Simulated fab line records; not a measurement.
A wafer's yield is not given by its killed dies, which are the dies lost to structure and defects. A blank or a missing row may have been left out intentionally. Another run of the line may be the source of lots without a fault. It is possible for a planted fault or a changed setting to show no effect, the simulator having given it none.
fab line records    flow nand_harc
record lots=5  wafers=15  last_day=23
route steps=1159 shown A_CONTACT@928 END@1159
lots with no fault: from the same line, run without faults
start_h: hours from the record's opening day to when the first of the lot's shown wafers began    wait_h: time in hours since the lot's previous step    " same as the row above    L1.1+2: a single row standing in for several wafers    - no value, or no start was given    * or withheld: withheld    < > ~ a bound
route shown NAME@n: NAME is a module with steps in the file, n the number in the route of the first one    usual: the fault-free wafers' mean and standard deviation    same: alike in all rows    chamber/n: place in a boat    sites: per-site readings    _std_site: how widely they spread, as a standard deviation    _edge_site: mean of outer sites minus mean of inner sites    radius_mm: for every site, how far away it sits from the centre of the wafer    mask NAME#n: copy n    behind: tool/chamber where the wafer was last shaped    hold: what put the lot on hold/how long, in hours/how the hold closed    device: whichever transistor did not switch (one of n, p or np)    end of line: the tests these same wafers got at the end of their route    for a step that has no rows: nothing shown but its recipe    killed: dies that structure and defects cost at the first sort, which is not the same as the wafer's yield    map: per-die view of a wafer (x killed, . not killed, _ where there is no die)
set.NAME: the setting as run; set.NAME@STEP: as run at that earlier step    model.NAME: the simulator's own value behind a step, which no gauge read
a table for each step, a row for each wafer; lots at some steps of the route
services: the hour from which a tool's chamber was out of use, counted from the record's first day as start_h (under 0 if before that day), plus the number of hours and why
## steps
# step NHARC_A_CONTACT_COAT_87
# recipe temp_c=225  time_s=65
# step NHARC_A_CONTACT_COAT_02
# recipe spin_rpm=1500  resist_thk_nm=90
# step NHARC_A_CONTACT_SOFTBAKE_03
# recipe temp_c=105  time_s=55
# step NHARC_A_CONTACT_EBR_04
# step NHARC_A_CONTACT_EXPOSE_05
# recipe na=1.35  sigma_outer=0.8  dose_mj=84.24  mask_id=A_CC
# step NHARC_A_CONTACT_PEB_06
# recipe peb_temp_c=100  peb_time_s=65
# step NHARC_A_CONTACT_DEVELOP_07
# recipe develop_time_s=35  dev_temp_c=23
# step NHARC_A_CONTACT_CD_MEAS_08
# recipe target_cd_nm=100  landing_energy_ev=500
# usual cd_nm=99.9/0.61
lot.wafer  tool       chamber  start_h  wait_h  cd_nm
L347.1     cd_sem-03  0        422.83   -       98.8
L347.2     "          0        "        "       99.6
L347.5     "          0        "        "       99.7
L344.1     cd_sem-03  0        423.77   -       100.2
L344.3     "          0        "        "       101.3
L344.6     "          0        "        "       99.8
L348.1     cd_sem-02  0        436.98   -       100.7
L348.4     "          0        "        "       99.6
L348.5     "          0        "        "       99.7
L349.3     cd_sem-02  0        437.83   -       99.8
L349.4     "          0        "        "       99.8
L349.6     "          0        "        "       100.5
L359.1     cd_sem-02  0        497.32   -       100.7
L359.4     "          0        "        "       99.1
L359.6     "          0        "        "       99.6
# step NHARC_A_CONTACT_OVL_MEAS_09
# usual overlay_x_nm=0.1/0.85  overlay_y_nm=0.1/0.86
lot.wafer  tool        chamber  start_h  wait_h  overlay_x_nm  overlay_y_nm
L347.1     overlay-02  -        422.93   -       -1.6          -0.5
L347.2     "           -        "        "       -1.5          -0.2
L347.5     "           -        "        "       -1.3          0.5
L344.1     overlay-01  -        423.85   -       1.3           0.8
L344.3     "           -        "        "       1.4           1.2
L344.6     "           -        "        "       1.0           1.0
L348.1     overlay-02  -        437.07   -       0.1           1.2
L348.4     "           -        "        "       -0.3          1.0
L348.5     "           -        "        "       -1.0          1.2
L349.3     overlay-01  -        437.91   -       0.6           -0.6
L349.4     "           -        "        "       0.5           -1.0
L349.6     "           -        "        "       -0.3          -1.0
L359.1     overlay-02  -        497.41   -       -0.1          -0.2
L359.4     "           -        "        "       0.2           0.0
L359.6     "           -        "        "       0.1           -0.1
# step NHARC_A_CONTACT_INSPECT_10
# usual raw_defect_count=31/15
lot.wafer  tool               chamber  start_h  wait_h  raw_defect_count
L347.1     defect_inspect-02  -        422.97   0.0     11
L347.2     "                  -        "        "       13
L347.5     "                  -        "        "       16
L344.1     defect_inspect-01  -        423.89   0.0     37
L344.3     "                  -        "        "       46
L344.6     "                  -        "        "       47
L348.1     defect_inspect-02  -        437.11   0.0     38
L348.4     "                  -        "        "       51
L348.5     "                  -        "        "       62
L349.3     defect_inspect-01  -        437.95   0.0     15
L349.4     "                  -        "        "       10
L349.6     "                  -        "        "       11
L359.1     defect_inspect-02  -        497.44   0.0     73
L359.4     "                  -        "        "       47
L359.6     "                  -        "        "       52
# step NHARC_A_CONTACT_DESCUM_13
# recipe time_s=3  o2_flow_sccm=200  ar_flow_sccm=0  bias_power_w=0  chemistry=O2
# usual drypump_motor_current_A=5.7/0.5  oes_product_au=1.000/0.011  rf_vpp_V=57.9/0.82  showerhead_plenum_p_Torr=1.92/0.089  throttle_valve_pct=11.310/0.0098
lot.wafer  tool         chamber  start_h  wait_h  drypump_motor_current_A  oes_product_au  rf_hours_counter_h  rf_vpp_V  showerhead_plenum_p_Torr  throttle_valve_pct
L347.1     rie_diel-07  3        423.05   0.1     6.8                      1.004           1                   59.9      2.00                      11.308
L347.2     "            0        "        "       5.7                      1.003           1                   57.1      1.80                      11.301
L347.5     "            2        "        "       5.5                      1.016           -                   58.3      1.84                      11.308
L344.1     rie_diel-01  0        423.95   0.1     6.0                      0.988           36                  58.4      2.05                      11.323
L344.3     "            1        "        "       5.6                      1.010           37                  56.8      1.91                      11.315
L344.6     "            0        "        "       6.0                      0.986           -                   59.7      2.05                      11.289
L348.1     rie_diel-07  3        437.17   0.1     6.8                      0.997           4                   58.4      2.00                      11.312
L348.4     "            2        "        "       5.5                      1.006           4                   56.5      1.84                      11.314
L348.5     "            0        "        "       5.7                      0.994           -                   56.6      1.80                      11.305
L349.4     rie_diel-07  2        438.01   0.1     5.5                      1.010           4                   56.9      1.84                      11.309
L349.3     "            0        "        "       5.7                      1.002           4                   57.5      1.80                      11.307
L349.6     "            2        "        "       5.5                      1.013           -                   58.4      1.84                      11.314
L359.1     rie_diel-07  3        497.58   0.1     6.8                      0.996           17                  58.9      2.00                      11.306
L359.4     "            0        "        "       5.7                      1.011           15                  57.1      1.80                      11.299
L359.6     "            0        "        "       5.7                      1.004           -                   58.0      1.80                      11.309
# step NHARC_A_CONTACT_ETCH_88
# recipe target_depth_a=390  over_etch_frac=0.3  time_s=65  ion_energy_ev=80  cf4_flow_sccm=150  ar_flow_sccm=0  rf_w=300  bias_w=100  chemistry=CF4
# usual drypump_motor_current_A=5.8/0.5  oes_product_au=1.000/0.0098  rf_vpp_V=151.5/1.2  run_length_s=86.4/0.39  showerhead_plenum_p_Torr=1.78/0.077  throttle_valve_pct=13.284/0.0091
lot.wafer  tool         chamber  start_h  wait_h  drypump_motor_current_A  oes_product_au  rf_hours_counter_h  rf_vpp_V  run_length_s  showerhead_plenum_p_Torr  throttle_valve_pct
L347.1     rie_diel-07  1        423.13   0.1     5.4                      1.000           1                   152.0     86.7          1.86                      13.292
L347.2     "            2        "        "       5.5                      1.005           2                   149.6     85.9          1.71                      13.278
L347.5     "            3        "        "       6.8                      0.993           -                   151.4     86.7          1.85                      13.298
L344.3     rie_diel-01  0        424.04   0.1     6.0                      0.991           36                  152.9     86.6          1.88                      13.281
L344.1     "            2        "        "       5.5                      0.983           34                  150.1     86.5          1.74                      13.285
L344.6     "            3        "        "       5.0                      0.991           -                   149.9     87.2          1.80                      13.298
L348.1     rie_diel-07  3        437.27   0.1     6.8                      1.005           4                   153.4     87.0          1.84                      13.292
L348.4     "            0        "        "       5.7                      0.995           3                   150.3     87.1          1.67                      13.284
L348.5     "            2        "        "       5.5                      1.014           -                   150.4     85.9          1.71                      13.282
L349.4     rie_diel-07  2        438.10   0.1     5.5                      1.010           4                   150.6     86.0          1.71                      13.280
L349.3     "            3        "        "       6.8                      0.998           4                   152.0     86.8          1.84                      13.283
L349.6     "            0        "        "       5.7                      1.004           -                   149.5     86.3          1.67                      13.287
L359.4     rie_diel-07  1        497.69   0.1     5.4                      0.995           14                  152.2     86.1          1.86                      13.287
L359.1     "            2        "        "       5.5                      1.002           15                  151.8     86.3          1.70                      13.298
L359.6     "            3        "        "       6.8                      0.999           -                   152.7     86.7          1.84                      13.276
# step NHARC_A_CONTACT_ETCH_89
# recipe target_depth_a=2600  over_etch_frac=0.3  time_s=475.3  ion_energy_ev=200  n2_flow_sccm=150  h2_flow_sccm=150  ar_flow_sccm=0  rf_w=400  bias_w=150  chemistry=N2/H2
# usual drypump_motor_current_A=5.7/0.48  oes_product_au=1.001/0.01  rf_vpp_V=431.0/2.9  run_length_s=496.6/0.39  showerhead_plenum_p_Torr=2.05/0.1  throttle_valve_pct=14.171/0.0094
lot.wafer  tool         chamber  start_h  wait_h  drypump_motor_current_A  oes_product_au  rf_hours_counter_h  rf_vpp_V  run_length_s  showerhead_plenum_p_Torr  throttle_valve_pct
L347.2     rie_diel-07  2        423.24   -       5.5                      1.010           2                   427.1     496.3         1.96                      14.159
L347.1     "            0        "        "       5.7                      1.003           1                   426.1     496.7         1.92                      14.167
L347.5     "            2        "        "       5.5                      1.012           -                   429.9     496.2         1.96                      14.157
L344.1     rie_diel-01  0        424.16   -       6.0                      0.994           36                  434.4     497.2         2.18                      14.161
L344.3     "            2        "        "       5.5                      0.991           34                  429.4     496.2         2.00                      14.185
L344.6     "            3        "        "       5.0                      0.995           -                   430.7     497.5         2.07                      14.188
L348.4     rie_diel-07  0        437.39   -       5.7                      1.000           3                   428.5     496.5         1.92                      14.178
L348.1     "            2        "        "       5.5                      1.013           4                   430.4     496.5         1.96                      14.170
L348.5     "            0        "        "       5.7                      0.998           -                   426.4     496.5         1.92                      14.164
L349.3     rie_diel-07  0        438.18   -       5.7                      0.998           4                   424.8     497.1         1.92                      14.171
L349.4     "            3        "        "       6.7                      0.998           4                   434.1     496.8         2.14                      14.171
L349.6     "            1        "        "       5.3                      0.993           -                   433.9     496.2         2.16                      14.179
L359.4     rie_diel-07  1        497.85   -       5.4                      0.991           14                  431.4     496.5         2.16                      14.171
L359.1     "            2        "        "       5.5                      1.006           15                  428.2     496.4         1.96                      14.172
L359.6     "            0        "        "       5.7                      1.001           -                   426.4     380.4         1.91                      14.166
# step NHARC_A_CONTACT_ETCH_30
# recipe target_depth_a=605  time_s=30.2  cf4_flow_sccm=100  chf3_flow_sccm=30  ar_flow_sccm=0  rf_w=500  bias_w=200  chemistry=CF4/CHF3
# usual drypump_motor_current_A=5.7/0.49  oes_product_au=0.927/0.013  rf_vpp_V=370.9/2.4  run_length_s=51.6/0.42  showerhead_plenum_p_Torr=1.58/0.068  throttle_valve_pct=16.804/0.009
lot.wafer  tool         chamber  start_h  wait_h  drypump_motor_current_A  oes_product_au  rf_hours_counter_h  rf_vpp_V  run_length_s  showerhead_plenum_p_Torr  throttle_valve_pct
L347.2     rie_diel-07  0        -        -       5.7                      0.924           2                   368.5     51.5          1.49                      16.809
L347.1     "            1        "        "       5.4                      0.917           2                   372.5     51.1          1.66                      16.811
L347.5     "            3        "        "       6.8                      0.915           -                   372.4     52.1          1.64                      16.820
L344.3     rie_diel-01  1        -        -       5.6                      0.943           37                  371.1     51.1          1.57                      16.802
L344.1     "            0        "        "       6.0                      0.915           36                  375.4     52.0          1.68                      16.800
L344.6     "            1        "        "       5.7                      0.945           -                   371.5     51.2          1.57                      16.805
L348.4     rie_diel-07  1        -        -       5.4                      0.906           3                   373.1     51.0          1.66                      16.804
L348.1     "            2        "        "       5.5                      0.933           4                   370.5     51.2          1.52                      16.815
L348.5     "            1        "        "       5.4                      0.904           -                   373.2     51.4          1.66                      16.799
L349.3     rie_diel-07  2        -        -       5.5                      0.931           4                   370.2     51.0          1.52                      16.800
L349.4     "            0        "        "       5.7                      0.923           4                   366.3     52.0          1.49                      16.787
L349.6     "            2        "        "       5.5                      0.927           -                   368.7     51.4          1.52                      16.809
L359.4     rie_diel-07  1        -        -       5.4                      0.919           14                  373.1     51.0          1.66                      16.797
L359.1     "            0        "        "       5.7                      0.932           16                  368.6     51.5          1.48                      16.789
L359.6     "            1        "        "       5.3                      0.920           -                   373.7     51.3          1.66                      16.804
# step NHARC_END_SORT_01
# recipe temp_c=25
# usual killed_at_array=28/11  killed_at_other=0.6/0.85  killed_at_periphery=2.8/2.3  killed_dies=31/11  killed_open=3.1/1.6  killed_short=2.0/1.4
# same gross_dies=677
lot.wafer  tool       chamber  start_h  wait_h  killed_at_array  killed_at_other  killed_at_periphery  killed_dies  killed_open  killed_short
L348.5     prober-01  0        493.52   3.6     47               1                1                    49           5            3
L359.6     prober-01  0        560.32   4.0     157              0                4                    161          2            3
# killed by level:class
L348.5 A_CHANNEL_HOLE_D1:chamber_film_flake=13 A_STAIRCASE:chamber_film_flake=13 A_SLIT:chamber_film_flake=12 A_CHANNEL_FILL_D1:geometric_particle:short=2 A_ONON_D1:geometric_particle:open=1 A_CHANNEL_HOLE_D1:geometric_particle:open=1 A_CHANNEL_FILL_D1:geometric_particle:open=1 A_SGD_CUT:geometric_particle:short=1
L359.6 A_CONTACT:area_etch=112 A_CHANNEL_HOLE_D1:chamber_film_flake=25 A_SLIT:chamber_film_flake=11 A_CONTACT:chamber_film_flake=4 P_ZERO_WELL:chamber_film_flake=2 P_CONTACT:geometric_particle:open=1 P_M1:geometric_particle:short=1 A_CHANNEL_HOLE_D1:geometric_particle:open=1
# map L359.6 (x killed, . not)
____________.____________
_________......._________
_______x.........._______
______.............______
_____.....x.....x..._____
____....x.......x.x..____
____.............xx..____
___......x......x...xx___
___.........x....x....___
__x......x....x..xx....__
__....xx.....xxx.xx.x..__
_......x.xx....x.x..x.x._
_.......x...xx...xx.xx.._
_........x....xxx..xx..._
_....xxx.x......x..xx.x._
_.....x.x....xx........._
.....x....x.xx...........
......x..x...x...x..x....
...xx...x.xxxxx.......x..
.....xx..xx..x.x.........
....x..x..x.xxx..x.xx....
_.x.xx.x.xxxx..........._
_..x.....x.xx..xx......._
_......x..xx...x.x......_
_.xx.x.xx.x.x....xx....._
_.....xx...x.xx......x.._
__...x....x...x.x..x...__
__.x.....xx..x...x..x..__
___.......xx..........___
___.........xx...x....___
____....x....x.x..x..____
____......xx..xx..xxx____
_____...........xxxx_____
______..x.x...x...x______
_______..........._______
_________......._________
____________.____________
# map L347.2 (x killed, . not)
____________.____________
_________.x....._________
_______.....x....._______
______.....x.......______
_____x..x..x.x......_____
____.................____
____.................____
___...................___
___...................___
__.....................__
__............x.....x..__
_......................._
_..........x............_
_......................._
_......................._
_......................._
......................x..
...............x.........
.......x.................
.........................
...........x.............
_...........x..........._
_......................._
_......................x_
_......................._
_...................x..._
__........x............__
__.....................__
___...................___
___...................___
____......x..........____
____.................____
_____...........x..._____
______.........x...______
_______.....x....x_______
_________......._________
____________.____________
## services
tool         chamber  start_h  hours  kind
rie_diel-07  -        405.20   9.0    pm
rie_diel-07  0        405.20   9.0    vent_cycle
rie_diel-07  1        405.20   9.0    vent_cycle
rie_diel-07  2        405.20   9.0    vent_cycle
rie_diel-07  3        405.20   9.0    vent_cycle
rie_diel-07  0        414.20   -      clean
rie_diel-07  1        414.20   -      clean
rie_diel-07  2        414.20   -      clean
rie_diel-07  3        414.20   -      clean
rie_diel-01  0        422.56   -      clean
rie_diel-01  1        422.56   -      clean
rie_diel-07  0        438.89   -      clean
rie_diel-07  1        438.89   -      clean
rie_diel-07  2        438.89   -      clean
rie_diel-07  3        438.89   -      clean
rie_diel-07  0        463.39   -      clean
rie_diel-07  1        463.39   -      clean
rie_diel-07  2        463.39   -      clean
rie_diel-07  3        463.39   -      clean
rie_diel-07  0        487.89   -      clean
rie_diel-07  1        487.89   -      clean
rie_diel-07  2        487.89   -      clean
rie_diel-07  3        487.89   -      clean
rie_diel-01  -        492.38   9.0    pm
## key
first_sign step=NHARC_A_CONTACT_ETCH_89  reading=run_length_s  direction=down  sigmas=99+  usual=*  struck=*
effect step=NHARC_END_SORT_01  reading=killed_at_array  direction=up  sigmas=11  usual=28  struck=157
more_kills_born_at NHARC_A_CONTACT_ETCH_89@rie_diel-07=112
met_at NHARC_A_CONTACT_ETCH_89
struck_wafers L359.6
tester_left_out L359
onset_between 438.18 497.85
fault kind=process_parameter_drift  tool=rie_diel-07  chamber=0  onset_h=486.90  steps=NHARC_A_CONTACT_ETCH_89  channel=time_s  offset=*  shape=step  end_h=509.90  acts_in=*  stated=*
# tester_left_out: of these lots the tester's yield and bins aren't shown, on N5 and GAA mostly nor the transistor test; their killed dies are dies lost to structure and defects alone, not to doping, threshold or leakage, so they don't give the yield
